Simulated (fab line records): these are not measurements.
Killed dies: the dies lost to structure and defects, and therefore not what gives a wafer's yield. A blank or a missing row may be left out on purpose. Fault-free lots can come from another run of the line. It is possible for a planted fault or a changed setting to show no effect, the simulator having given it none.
One fault through the eyes of 3 desks | flow nand-harc | what lay behind the numbers comes last; until then each desk has only its own

TOOL OWNER'S DESK, furnace-08
The tool's own readings at NHARC_A_SOURCE_PLATE_OXIDE_02 (material SiO2, target thk 10 nm, ox time 1362 s): means of the sampled wafers that have a number, for each lot that ran on this tool. If a lot's mean is further than 4 standard deviations from the usual mean, the lot is out of limits and carries the mark OUT (the distance appears in the brackets).
Columns: A = ox-temp-c at NHARC_A_SOURCE_PLATE_OXIDE_02, usual 900.0 C; B = zone-power-lower-pct at NHARC_A_SOURCE_PLATE_OXIDE_02, usual 17.9 %
lot  | first seen here | A     | B
L605 | day 7 13:08     | 900.6 | 16.6
L607 | day 8 06:53     | 900.0 | 16.6
L608 | day 8 06:53     | 900.3 | 16.8
L611 | day 10 03:20    | 900.0 | 16.6
L614 | day 11 12:40    | 900.1 | 16.5
L615 | day 11 12:40    | 900.2 | 16.8
L616 | day 11 20:08    | 900.3 | 16.7
This desk's finding: nothing out of limits on any of the 7 lots.

THE DEFECT DESK
Lot by lot, what the route's inspections counted, given as the mean of those sampled wafers with a number. If a lot's mean is further than 4 standard deviations from the usual mean, the lot is out of limits and carries the mark OUT (the distance appears in the brackets).
Columns: A = raw-defect-count at NHARC_A_SOURCE_PLATE_INSPECT_08, usual 57
lot  | first seen here | A
L605 | day 8 06:17     | 54
L606 | day 8 09:48     | 73
L607 | day 9 02:00     | 72
L608 | day 9 02:00     | 47
L609 | day 9 17:00     | 40
L611 | day 11 02:02    | 46
L613 | day 11 11:43    | 42
L614 | day 12 05:52    | 1157 (+55) OUT
L615 | day 12 05:52    | 1183 (+56) OUT
L616 | day 12 13:48    | 1120 (+53) OUT
L617 | day 13 04:39    | 33
L622 | day 15 14:00    | 38
L625 | day 16 05:31    | 59
L626 | day 16 21:16    | 46
This desk finds L614, L615, L616 out of limits, L614 being first, at day 12 05:52 (raw-defect-count at NHARC_A_SOURCE_PLATE_INSPECT_08). L605, L606, L607, L608, L609, L611, L613, L617, L622, L625, L626 stayed within limits.

AT THE METROLOGY DESK
Means of the sampled wafers that have a number, per lot and without regard to the tool the lot ran on: this is what the gauges read. If a lot's mean is further than 4 standard deviations from the usual mean, the lot is out of limits and carries the mark OUT (the distance appears in the brackets).
Columns: A = cd-nm at NHARC_A_ZERO_WELL_CD_MEAS_10, usual 2000.5 nm; B = thk-nm at NHARC_A_ONON_D1_THK_MEAS_08, usual 1000 nm
lot  | first seen here | A      | B
L605 | day 7 08:25     | 2002.3 | 1015
L606 | day 7 12:43     | 2000.7 | 999
L607 | day 8 01:38     | 2000.8 | 993
L608 | day 8 04:59     | 1999.6 | 1014
L609 | day 8 18:41     | 1996.8 | 1001
L611 | day 9 20:53     | 1996.9 | 1001
L613 | day 10 09:01    | 2001.0 | 1011
L614 | day 11 05:53    | 1999.7 | -
L615 | day 11 09:01    | 2001.3 | -
L616 | day 11 15:26    | 2001.4 | -
L617 | day 12 07:07    | 2004.0 | 992
L622 | day 14 16:32    | 1998.4 | 1002
L625 | day 15 07:02    | 1999.4 | 998
L626 | day 15 21:34    | 1998.4 | 1001
This desk's finding: nothing out of limits on any of the 14 lots.

TAKEN TOGETHER
The defect desk could have raised an alarm at day 12 05:52, on L614, L615, L616.
Nothing out of limits was seen by the tool owner's desk.
From the metrology desk's view, nothing was out of limits.
Tool owner's desk: L614, L615, L616 on record, inside its limits.
The metrology desk holds a record of L614, L615, L616, inside its limits.
Of the lots named, all ran NHARC_A_SOURCE_PLATE_OXIDE_02 on furnace-08.

WHAT WAS PUT IN BY THE SIMULATOR
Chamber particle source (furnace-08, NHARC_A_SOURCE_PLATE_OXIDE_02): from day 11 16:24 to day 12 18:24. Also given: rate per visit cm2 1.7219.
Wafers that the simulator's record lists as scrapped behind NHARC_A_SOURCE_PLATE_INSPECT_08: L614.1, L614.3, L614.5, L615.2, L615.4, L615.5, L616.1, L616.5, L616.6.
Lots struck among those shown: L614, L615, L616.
Hours from the fault's start to each desk's first reading out of limits: the defect desk, 13.
